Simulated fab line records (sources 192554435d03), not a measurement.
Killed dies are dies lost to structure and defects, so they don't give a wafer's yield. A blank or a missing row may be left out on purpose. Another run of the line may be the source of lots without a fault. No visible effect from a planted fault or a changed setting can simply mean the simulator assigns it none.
Which tool is to blame?	flow n5-finfet	Sampling: 24 lots, 72 wafers, 6 of 1938 route steps

== WHAT THE GAUGES READ, wafer by wafer ==
N5_ILD0_THK_MEAS_13.
lot	measured	on	thk-nm (nm)
L074	day 3 17:10	film-metro-01	17.3 19.4 16.2
L075	day 3 20:46	film-metro-02	15.6 15.6 15.5
L076	day 4 13:54	film-metro-01	18.8 19.4 19.9
L077	day 4 17:58	film-metro-01	16.9 18.7 17.1
L078	day 4 23:51	film-metro-02	17.8 19.0 17.6
L079	day 5 03:23	film-metro-01	18.1 19.2 18.8
L080	day 5 06:08	film-metro-01	20.2 18.5 18.0
L081	day 5 14:32	film-metro-02	18.5 18.4 18.9
L082	day 5 18:16	film-metro-02	18.4 18.8 17.6
L083	day 5 22:55	film-metro-01	18.4 17.4 18.5
L084	day 6 07:44	film-metro-02	19.2 17.3 19.1
L085	day 6 19:53	film-metro-01	19.9 18.0 19.0
L086	day 6 20:58	film-metro-02	19.9 17.1 16.9
L087	day 7 02:10	film-metro-02	19.1 18.4 19.1
L088	day 7 09:19	film-metro-01	18.2 17.9 17.3
L089	day 7 09:40	film-metro-01	16.5 16.2 18.0
L090	day 7 21:27	film-metro-02	15.9 18.7 17.4
L091	day 8 03:01	film-metro-02	18.5 18.5 17.6
L092	day 8 10:56	film-metro-01	17.9 18.1 18.9
L093	day 8 15:16	film-metro-01	17.5 18.5 17.4
L094	day 8 19:26	film-metro-01	18.0 17.1 18.0
L095	day 8 23:19	film-metro-02	17.6 18.1 18.1
L096	day 9 07:56	film-metro-01	17.0 16.6 18.1
L097	day 9 10:09	film-metro-01	18.4 19.0 18.6

N5_SDB_CD_MEAS_11: target cd 50 nm.
lot	measured	on	cd-nm (nm)
L074	day 3 17:41	cd-sem-01	47.7 46.8 46.8
L075	day 3 21:09	cd-sem-01	50.2 51.5 51.6
L076	day 4 14:17	cd-sem-02	48.9 48.6 47.8
L077	day 4 18:28	cd-sem-02	47.9 48.6 49.2
L078	day 5 00:23	cd-sem-03	48.7 49.9 50.4
L079	day 5 03:56	cd-sem-01	49.0 48.3 50.5
L080	day 5 06:31	cd-sem-02	50.2 48.5 50.0
L081	day 5 15:03	cd-sem-03	51.2 52.0 48.7
L082	day 5 18:40	cd-sem-01	49.5 49.3 50.3
L083	day 5 23:26	cd-sem-01	49.2 49.4 48.7
L084	day 6 08:15	cd-sem-03	51.6 48.4 50.2
L085	day 6 20:31	cd-sem-02	50.8 48.3 49.6
L086	day 6 21:22	cd-sem-01	50.7 50.5 50.8
L087	day 7 02:33	cd-sem-01	51.4 51.6 50.6
L088	day 7 09:50	cd-sem-03	51.2 50.2 50.5
L089	day 7 10:04	cd-sem-03	49.7 49.7 50.6
L090	day 7 21:58	cd-sem-03	51.3 50.7 50.4
L091	day 8 03:34	cd-sem-02	49.7 49.4 50.4
L092	day 8 11:26	cd-sem-01	48.6 48.4 47.9
L093	day 8 15:40	cd-sem-03	49.4 50.7 48.2
L094	day 8 19:57	cd-sem-01	49.2 50.0 47.0
L095	day 8 23:42	cd-sem-02	49.4 50.0 49.0
L096	day 9 08:27	cd-sem-03	49.8 49.9 50.0
L097	day 9 10:40	cd-sem-01	49.9 49.7 49.2

== EACH LOT AND THE TOOL THAT RAN IT (in order: tool; ch and the chambers of the sampled wafers; start) ==
lot	N5_DUMMY_GATE_ETCH_32	N5_SD_EPI_N_DESCUM_14	N5_SD_EPI_N_ETCH_34	N5_ILD0_CMP_07
L074	rie-si-03 ch 0,1,2, day 2 22:59	rie-diel-06 ch 2,3, day 3 00:30	rie-diel-06 ch 2,3, day 3 00:32	cmp-04 ch 2,3, day 3 13:42
L075	rie-si-03 ch 0,2,3, day 3 03:37	rie-diel-02 ch 0,1, day 3 05:22	rie-diel-02 ch 0,1, day 3 05:25	cmp-01 ch 1,3, day 3 17:17
L076	rie-si-06 ch 0,1,3, day 3 19:51	rie-diel-06 ch 1,3, day 3 22:12	rie-diel-06 ch 1,3, day 3 22:14	cmp-04 ch 0,3, day 4 10:23
L077	rie-si-05 ch 1,2, day 4 00:35	rie-diel-05 ch 0,2,3, day 4 02:13	rie-diel-05 ch 0,2,3, day 4 02:15	cmp-01 ch 0,1,2, day 4 14:31
L078	rie-si-06 ch 1,2,3, day 4 04:25	rie-diel-05 ch 0,1, day 4 06:26	rie-diel-05 ch 0,1, day 4 06:28	cmp-02 ch 1,2,3, day 4 20:22
L079	rie-si-03 ch 1,2,3, day 4 08:19	rie-diel-06 ch 1,2,3, day 4 10:07	rie-diel-06 ch 1,2,3, day 4 10:09	cmp-02 ch 0,2, day 4 23:39
L080	rie-si-06 ch 1,2,3, day 4 11:17	rie-diel-05 ch 0,1,2, day 4 12:59	rie-diel-05 ch 0,1,2, day 4 13:01	cmp-01 ch 0,1,2, day 5 02:23
L081	rie-si-05 ch 0,1,3, day 4 20:47	rie-diel-05 ch 0,1,3, day 4 22:29	rie-diel-05 ch 0,1,3, day 4 22:31	cmp-01 ch 0,1,2, day 5 11:05
L082	rie-si-03 ch 1,2,3, day 4 23:17	rie-diel-05 ch 0,2,3, day 5 01:12	rie-diel-05 ch 0,2,3, day 5 01:14	cmp-02 ch 0,2,3, day 5 14:46
L083	rie-si-05 ch 0,1,3, day 5 05:08	rie-diel-05 ch 0,1,3, day 5 07:19	rie-diel-05 ch 0,1,3, day 5 07:20	cmp-01 ch 0,1,3, day 5 19:08
L084	rie-si-03 ch 0,1, day 5 13:27	rie-diel-05 ch 1,3, day 5 15:20	rie-diel-05 ch 1,3, day 5 15:22	cmp-02 ch 0,2,3, day 6 04:14
L085	rie-si-06 ch 1,3, day 6 02:19	rie-diel-02 ch 1,2, day 6 03:56	rie-diel-02 ch 1,2, day 6 03:58	cmp-01 ch 0,2,3, day 6 16:25
L086	rie-si-03 ch 1,2,3, day 6 02:46	rie-diel-06 ch 1,2,3, day 6 04:25	rie-diel-06 ch 1,2,3, day 6 04:28	cmp-04 ch 2,3, day 6 17:28
L087	rie-si-06 ch 0,1,2, day 6 08:04	rie-diel-06 ch 0,2,3, day 6 09:31	rie-diel-06 ch 0,2,3, day 6 09:33	cmp-04 ch 0,2,3, day 6 22:38
L088	rie-si-03 ch 0,1,3, day 6 14:05	rie-diel-05 ch 1,2, day 6 16:16	rie-diel-05 ch 1,2, day 6 16:18	cmp-04 ch 0,1,2, day 7 05:49
L089	rie-si-03 ch 1,2, day 6 16:53	rie-diel-05 ch 0,1, day 6 18:28	rie-diel-05 ch 0,1, day 6 18:30	cmp-01 ch 2,3, day 7 06:10
L090	rie-si-03 ch 2,3, day 7 00:13	rie-diel-06 ch 0,1, day 7 03:19	rie-diel-06 ch 0,1, day 7 03:21	cmp-01 ch 0,1, day 7 17:55
L091	rie-si-06 ch 0,1,2, day 7 07:06	rie-diel-05 ch 1,3, day 7 10:02	rie-diel-05 ch 1,3, day 7 10:05	cmp-01 ch 0,3, day 7 23:31
L092	rie-si-05 ch 0,1,3, day 7 16:28	rie-diel-05 ch 0,1,2, day 7 18:41	rie-diel-05 ch 0,1,2, day 7 18:43	cmp-04 ch 0,1,3, day 8 07:17
L093	rie-si-03 ch 0,3, day 7 20:55	rie-diel-06 ch 2,3, day 7 23:08	rie-diel-06 ch 2,3, day 7 23:10	cmp-04 ch 0,2, day 8 11:35
L094	rie-si-03 ch 0,1,2, day 8 00:14	rie-diel-06 ch 0,1,2, day 8 02:32	rie-diel-06 ch 0,1,2, day 8 02:35	cmp-04 ch 0,1,2, day 8 15:55
L095	rie-si-03 ch 2,3, day 8 04:50	rie-diel-06 ch 2,3, day 8 06:25	rie-diel-06 ch 2,3, day 8 06:27	cmp-04 ch 0,2, day 8 19:22
L096	rie-si-03 ch 0,1,3, day 8 14:44	rie-diel-02 ch 0,1,2, day 8 16:22	rie-diel-02 ch 0,1,2, day 8 16:24	cmp-01 ch 0,2, day 9 04:25
L097	rie-si-03 ch 0,1,2, day 8 16:32	rie-diel-05 ch 1,2,3, day 8 18:42	rie-diel-05 ch 1,2,3, day 8 18:44	cmp-04 ch 1,2,3, day 9 06:41
- N5_DUMMY_GATE_ETCH_32: etches SiO2 in CF4, target depth 3.5 nm, time 3.9 s.
- N5_SD_EPI_N_DESCUM_14: chemistry O2, time 7.9 s.
- N5_SD_EPI_N_ETCH_34: etches SiARC in CF4, target depth 45.5 nm, time 75.8 s.
- N5_ILD0_CMP_07: polishes SiO2 flowable, stops on poly-Si, t overpolish 1.18 s, target thk 138.88 nm.

== WHAT THE TOOLS THEMSELVES READ (means of the sampled wafers that have a number; where no wafer has one, the mark that the record gives instead) ==
N5_DUMMY_GATE_ETCH_32.
lot	tool	drypump-motor-current-A (A)	oes-product-au (a.u.)	throttle-valve-pct (%)
L074	rie-si-03	6.0	1.019	21.64
L075	rie-si-03	5.7	1.017	21.56
L076	rie-si-06	5.9	1.003	21.87
L077	rie-si-05	4.9	0.994	21.65
L078	rie-si-06	5.9	1.012	21.90
L079	rie-si-03	5.8	1.025	21.62
L080	rie-si-06	5.9	1.006	21.89
L081	rie-si-05	5.4	1.008	21.80
L082	rie-si-03	5.8	1.029	21.62
L083	rie-si-05	5.4	1.007	21.80
L084	rie-si-03	5.9	1.004	21.65
L085	rie-si-06	6.0	0.997	22.03
L086	rie-si-03	5.8	1.027	21.61
L087	rie-si-06	6.0	1.006	22.00
L088	rie-si-03	5.7	1.015	21.63
L089	rie-si-03	6.0	1.029	21.63
L090	rie-si-03	5.6	1.033	21.54
L091	rie-si-06	6.0	1.013	22.01
L092	rie-si-05	5.4	1.006	21.80
L093	rie-si-03	5.7	1.002	21.57
L094	rie-si-03	6.0	1.008	21.64
L095	rie-si-03	5.8	1.030	21.54
L096	rie-si-03	5.7	1.022	21.62
L097	rie-si-03	6.0	1.014	21.64

N5_SD_EPI_N_DESCUM_14.
lot	tool	drypump-motor-current-A (A)	o2-flow-sccm (sccm)	oes-product-au (a.u.)	rf-vpp-V (V)	showerhead-plenum-p-Torr (Torr)	throttle-valve-pct (%)
L074	rie-diel-06	5.6	224.8	0.87	244.4	2.13	20.42
L075	rie-diel-02	6.4	225.0	0.86	245.0	2.16	20.24
L076	rie-diel-06	5.7	224.9	0.82	243.7	2.16	20.57
L077	rie-diel-05	5.3	224.4	0.82	243.8	2.18	20.37
L078	rie-diel-05	6.0	225.6	0.87	243.5	2.13	20.59
L079	rie-diel-06	5.6	224.8	0.80	243.8	2.14	20.44
L080	rie-diel-05	5.5	224.7	0.83	244.0	2.15	20.44
L081	rie-diel-05	5.7	225.2	0.85	243.9	2.16	20.53
L082	rie-diel-05	5.3	224.9	0.81	243.2	2.18	20.38
L083	rie-diel-05	5.7	225.3	0.85	243.9	2.16	20.52
L084	rie-diel-05	5.7	224.9	0.85	244.2	2.20	20.42
L085	rie-diel-02	5.9	224.8	0.72	242.6	2.07	20.43
L086	rie-diel-06	5.6	224.9	0.79	244.0	2.14	20.47
L087	rie-diel-06	5.9	225.2	0.79	243.5	2.11	20.56
L088	rie-diel-05	5.8	224.8	0.82	243.2	2.15	20.43
L089	rie-diel-05	6.0	224.6	0.83	243.9	2.12	20.62
L090	rie-diel-06	6.2	225.2	0.72	243.7	2.12	20.78
L091	rie-diel-05	5.9	225.2	0.85	243.3	2.16	20.52
L092	rie-diel-05	5.5	224.6	0.79	243.6	2.13	20.48
L093	rie-diel-06	5.6	224.6	0.80	244.0	2.10	20.37
L094	rie-diel-06	5.9	224.7	0.72	243.7	2.11	20.59
L095	rie-diel-06	5.6	225.5	0.81	243.5	2.11	20.51
L096	rie-diel-02	6.0	225.0	0.76	244.3	2.12	20.50
L097	rie-diel-05	5.5	224.9	0.79	244.2	2.17	20.40

N5_SD_EPI_N_ETCH_34.
lot	tool	drypump-motor-current-A (A)	etch-rf-on-time-s (s)	oes-product-au (a.u.)	rf-vpp-V (V)	showerhead-plenum-p-Torr (Torr)	throttle-valve-pct (%)
L074	rie-diel-06	5.6	76.2	0.74	184.5	2.18	15.54
L075	rie-diel-02	6.5	75.6	0.73	185.1	2.22	15.46
L076	rie-diel-06	5.7	74.6	0.71	184.1	2.19	15.65
L077	rie-diel-05	5.3	74.0	0.70	185.6	2.22	15.48
L078	rie-diel-05	6.0	73.6	0.74	184.3	2.18	15.66
L079	rie-diel-06	5.6	74.3	0.69	184.3	2.19	15.60
L080	rie-diel-05	5.5	74.5	0.70	184.6	2.19	15.59
L081	rie-diel-05	5.7	73.6	0.73	184.7	2.20	15.58
L082	rie-diel-05	5.3	74.6	0.70	184.3	2.21	15.49
L083	rie-diel-05	5.7	73.8	0.73	184.7	2.20	15.58
L084	rie-diel-05	5.7	75.4	0.73	184.5	2.23	15.43
L085	rie-diel-02	5.9	76.3	0.61	184.2	2.13	15.66
L086	rie-diel-06	5.6	75.5	0.67	184.6	2.18	15.62
L087	rie-diel-06	5.9	75.0	0.67	184.0	2.15	15.70
L088	rie-diel-05	5.8	75.9	0.70	184.7	2.19	15.56
L089	rie-diel-05	6.0	75.4	0.71	183.3	2.17	15.71
L090	rie-diel-06	6.2	75.4	0.61	184.5	2.16	15.87
L091	rie-diel-05	6.0	75.1	0.72	184.8	2.20	15.57
L092	rie-diel-05	5.5	75.4	0.67	185.1	2.18	15.64
L093	rie-diel-06	5.6	75.3	0.68	184.7	2.16	15.58
L094	rie-diel-06	5.9	75.6	0.62	184.4	2.17	15.75
L095	rie-diel-06	5.6	75.1	0.69	184.4	2.17	15.64
L096	rie-diel-02	6.0	75.1	0.66	184.2	2.17	15.71
L097	rie-diel-05	5.5	75.2	0.68	185.1	2.21	15.49

N5_ILD0_CMP_07.
lot	tool	head-pressure-psi (psi)	motor-current-A (A)	pad-life-wafers
L074	cmp-04	4.146	13.8	1075
L075	cmp-01	4.147	12.2	1502
L076	cmp-04	4.152	14.2	1278
L077	cmp-01	4.135	12.4	1676
L078	cmp-02	4.156	12.1	200
L079	cmp-02	4.161	13.0	241
L080	cmp-01	4.146	11.9	1813
L081	cmp-01	4.153	12.2	1910
L082	cmp-02	4.156	12.7	326
L083	cmp-01	4.156	12.5	2000
L084	cmp-02	4.141	12.3	457
L085	cmp-01	4.142	12.4	74
L086	cmp-04	4.145	13.6	1562
L087	cmp-04	4.156	13.9	1609
L088	cmp-04	4.154	12.8	1657
L089	cmp-01	4.146	12.1	192
L090	cmp-01	4.148	12.6	318
L091	cmp-01	4.153	12.6	386
L092	cmp-04	4.152	13.2	1903
L093	cmp-04	4.133	13.5	1975
L094	cmp-04	4.150	12.9	2041
L095	cmp-04	4.143	13.4	2125
L096	cmp-01	4.152	12.2	644
L097	cmp-04	4.148	12.5	44

== THE ANSWER, worked out from the rows above alone ==
Rule: the lots themselves supply what counts as usual. The widest of any qualifying gaps counts: lots, ordered by their means at a reading, are off when they make up no more than a third of the lots, leave a main group of 4 or more, and stand apart from it by 3 or more times the standard deviation of that group's means. Not used: any main group whose means are identical at the precision the tables above print for the reading. Also off: a lot with no number at a reading for which 4 or more lots have one. Where the step has rows for the other lots, those lots are counted as sound. First the gauges in route order, then the tools' own readings, where a lot's mean is used as printed above. At the first step where some lot is off, the reading lying furthest off is the one used; lots without a number count as furthest.
Nothing can be told from this: no lot is off at any reading shown.

== WHAT WAS PUT IN BY THE SIMULATOR ==
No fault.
